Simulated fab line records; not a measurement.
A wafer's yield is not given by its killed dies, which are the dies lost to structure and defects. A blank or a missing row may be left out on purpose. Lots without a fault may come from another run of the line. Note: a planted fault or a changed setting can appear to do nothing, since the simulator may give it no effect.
Matching of chambers	flow n5_finfet	N5_BEOL_M4_PECVD_72 on pecvd-01: 3 sister chambers
The step deposits SiO2 from TEOS/O2, target thk 16 nm, time 18 s. 3 wafers are shown with their chamber, then 11 later ones without.

## EACH WAFER AND ITS CHAMBER
wafer	chamber	throttle_valve_pct (%)
L092.2	2	21.7
L092.3	1	21.4
L092.4	0	24.2

## WAFERS WITH NO CHAMBER GIVEN
wafer	throttle_valve_pct (%)
L092.5	21.9
L092.6	21.4
L095.1	21.6
L095.2	24.3
L095.3	21.5
L095.4	21.3
L095.5	24.5
L095.6	21.5
L097.1	21.6
L097.3	24.6
L097.5	21.5

## THE CHAMBER EACH PASSED THROUGH
wafer	from the rows above	in truth
L092.5	can't be placed: 2 or 1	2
L092.6	can't be placed: 1 or 2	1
L095.1	can't be placed: 2 or 1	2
L095.2	0	0
L095.3	can't be placed: 1 or 2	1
L095.4	can't be placed: 1 or 2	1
L095.5	0	0
L095.6	can't be placed: 1 or 2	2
L097.1	can't be placed: 2 or 1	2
L097.3	0	0
L097.5	can't be placed: 1 or 2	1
Correctly placed: 3 of 11. From these rows, 8 cannot be placed; in 8 the true chamber is one of the candidates. Wrongly placed: 0.
How it was worked out, from the rows above alone: a wafer's distance from a chamber is the root of the sum, over the readings, of the square of ((its reading less the chamber's mean) divided by the reading's scatter). If the next closest chamber is less than 2 further off than the closest, the wafer can't be placed; otherwise it belongs to the closest. The mean given for a chamber averages the wafers shown for that chamber. The scatter: with one shown wafer a chamber, the root of the mean of the squares of how far each hidden wafer lies from its nearest shown one.
